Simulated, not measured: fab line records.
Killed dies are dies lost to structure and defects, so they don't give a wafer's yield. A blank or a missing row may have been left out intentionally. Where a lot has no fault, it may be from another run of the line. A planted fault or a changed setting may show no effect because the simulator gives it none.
Struck lot and sound lot, side by side / flow n5Finfet / 14 out of 1938 route steps
Sound: the wafers L887.2, L887.3, L887.4. Wafers L897.1, L897.4, L897.6 were the ones struck. The cause comes at the end.
Per side, at each step with rows, come the tool, then ch with its chambers, and then its first start. Under that, the readings that differ: sound wafers / struck wafers / difference of the means / sigmas: that difference in standard deviations of wafers without a fault.
alike: readings whose means differ by less than 2 such deviations, and words and numbers that are the same on both sides. not compared: withheld readings, readings that some wafer has no value for, bounds like >300 that may hide the same value, and numbers for which the record gives no deviation and whose values overlap.
Wherever a step has rows on one side only, a row that says differs or no value, or a row with sigmas, the two part there. Numbers that have no deviation but don't overlap get no sigmas and don't part them. A reading that every wafer of one side lacks parts them only if that side has two wafers or more.

N5_BEOL_M5_INSPECT_58: inspects for defects (darkfield).
  sound on defectInspect-01 at day 12 19:47; struck on defectInspect-01 at day 14 23:02
reading=rawDefectCount; sound=44 46 62; struck=101 86 86; difference=+40; sigmas=+2
N5_BEOL_M6_ILD_DEP_00: deposits SiCOH lowk from DEMS/porogen, target thk 179.75 nm, time 33.4 s.
  sound on pecvd-01 ch 1,2, day 12 19:50; struck on pecvd-01 ch 0,1,2, day 14 23:04
  alike: heaterPowerW, showerheadPlenumPTorr, throttleValvePct
  not compared: sinceWetCleanH
N5_BEOL_M6_CURE_74: cures SiCOH lowk, time 240 s.
  sound on uvCure-01 ch 2, day 12 19:59; struck on uvCure-03 ch 1, day 14 23:08
  alike: lampPowerPct, wafer_temp_C_max
N5_BEOL_M6_THK_MEAS_01:
  sound on filmMetro-02 at day 12 20:26; struck on filmMetro-01 at day 14 23:39
  alike: M6_ILD_THK
N5_BEOL_M6_PECVD_70: deposits SiO2 from TEOS/O2, target thk 20 nm, time 22.7 s.
  sound on pecvd-02 ch 0,2, day 12 20:28; struck on pecvd-02 ch 0,1,2, day 14 23:41
  alike: heaterPowerW, showerheadPlenumPTorr, throttleValvePct
  not compared: sinceWetCleanH
N5_BEOL_M6_HM_DEP_02: deposits TiN, target thk 20 nm.
  sound on pvdSputter-03 at day 12 22:09; struck on pvdSputter-02 at day 15 02:05
  alike: throttleValvePct
then, 6 steps without rows for these wafers: N5_BEOL_M6_COAT_59 (time 60 s, resist thk 100 nm); N5_BEOL_M6_COAT_60 (time 60 s, resist thk 35 nm); N5_BEOL_M6_COAT_05 (resist thk 90 nm); N5_BEOL_M6_EBR_07; N5_BEOL_M6_SOFTBAKE_06 (time 60 s); N5_BEOL_M6_EXPOSE_08 (exposes mask M6).
N5_BEOL_M6_PEB_09: peb time 60 s.
  struck on lithoTrack-04, day 15 02:31; sound on lithoTrack-04 ch 0, day 12 22:28
  no value came back on the struck wafers for chillPlateTempC (C), exhaustPa (Pa); on the sound wafers chillPlateTempC (C) reads 22.98 23.08 22.94
then, 1 step without rows for these wafers: N5_BEOL_M6_DEVELOP_10 (develop time 30 s).

## WHERE THEY PART
Last at N5_BEOL_M6_PEB_09 as far as this record goes, first at N5_BEOL_M5_INSPECT_58.

WHY: the cause the simulator had injected
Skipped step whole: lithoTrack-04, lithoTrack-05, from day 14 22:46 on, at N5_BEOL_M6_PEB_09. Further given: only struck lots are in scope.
